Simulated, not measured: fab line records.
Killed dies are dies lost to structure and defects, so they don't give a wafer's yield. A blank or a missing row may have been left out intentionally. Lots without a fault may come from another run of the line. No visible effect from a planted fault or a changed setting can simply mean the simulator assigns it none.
Matching of chambers ; flow n5-finfet ; N5_BEOL_M11_ILD_DEP_00 on pecvd-04: 3 sister chambers
The step deposits SiCOH lowk from DEMS/porogen, target thk 308.51 nm, time 58 s. 24 wafers are shown with their chamber, then 12 later ones without.

## WAFERS PAIRED WITH THEIR CHAMBERS
wafer;chamber;showerhead-plenum-p-Torr (Torr);throttle-valve-pct (%);heater-power-w (W)
L074.1;1;5.754;13.6;240
L074.3;2;5.730;13.7;260
L074.5;0;5.712;14.3;315
L076.4;2;5.727;13.9;258
L076.5;0;5.729;14.1;306
L076.6;1;5.745;13.4;241
L079.1;0;5.717;13.9;303
L079.3;2;5.730;13.9;243
L079.4;2;5.733;14.2;243
L083.2;0;5.731;14.1;300
L083.3;2;5.737;14.3;260
L083.4;0;5.712;13.9;309
L084.4;1;5.740;13.7;268
L084.5;2;5.733;14.5;202
L084.6;0;5.711;13.8;290
L085.1;0;5.720;14.2;257
L085.2;1;5.762;13.6;247
L085.6;2;5.724;14.3;229
L088.2;0;5.713;14.0;316
L088.5;2;5.721;14.2;249
L088.6;0;5.721;14.3;268
L095.4;2;5.750;14.2;258
L095.5;0;5.724;14.1;320
L095.6;1;5.764;13.3;264

SIGNATURES (means of the wafers above)
reading;chamber 0;chamber 1;chamber 2;scatter within a chamber
showerhead-plenum-p-Torr;5.71900;5.75300;5.73167;0.0084
throttle-valve-pct;14.070;13.520;14.133;0.203
heater-power-w;298.40;252.00;244.67;19
Rule: a wafer's distance from a chamber is the root of the sum, over the readings, of the square of ((its reading less the chamber's mean) divided by the reading's scatter). If the next closest chamber is less than 2 further off than the closest, the wafer can't be placed; otherwise it belongs to the closest. The scatter is the square root of a quotient: the sum, over the shown wafers, of each reading's squared deviation from its chamber's mean, divided by wafers minus chambers.

## WAFERS WITH NO CHAMBER GIVEN
wafer;showerhead-plenum-p-Torr (Torr);throttle-valve-pct (%);heater-power-w (W)
L097.3;5.733;14.2;212
L097.4;5.713;14.1;258
L097.5;5.730;14.4;222
L091.1;5.713;14.3;252
L091.2;5.728;14.2;218
L091.3;5.767;13.3;245
L092.1;5.768;12.8;219
L092.2;5.735;14.2;306
L092.5;5.733;14.3;248
L089.1;5.715;14.3;289
L089.2;5.734;14.3;232
L089.3;5.709;14.0;294

## WHICH CHAMBER EACH ONE RAN IN
wafer;from the rows above;in truth
L097.3;2;2
L097.4;can't be placed: 0 or 2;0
L097.5;2;2
L091.1;can't be placed: 2 or 0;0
L091.2;2;2
L091.3;1;1
L092.1;1;1
L092.2;can't be placed: 0 or 2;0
L092.5;2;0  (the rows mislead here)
L089.1;can't be placed: 0 or 2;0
L089.2;2;2
L089.3;0;0
Placed correctly: 7 of 12. These rows do not allow placing 4 (true chamber among the candidates in 4). 1 placed wrongly.
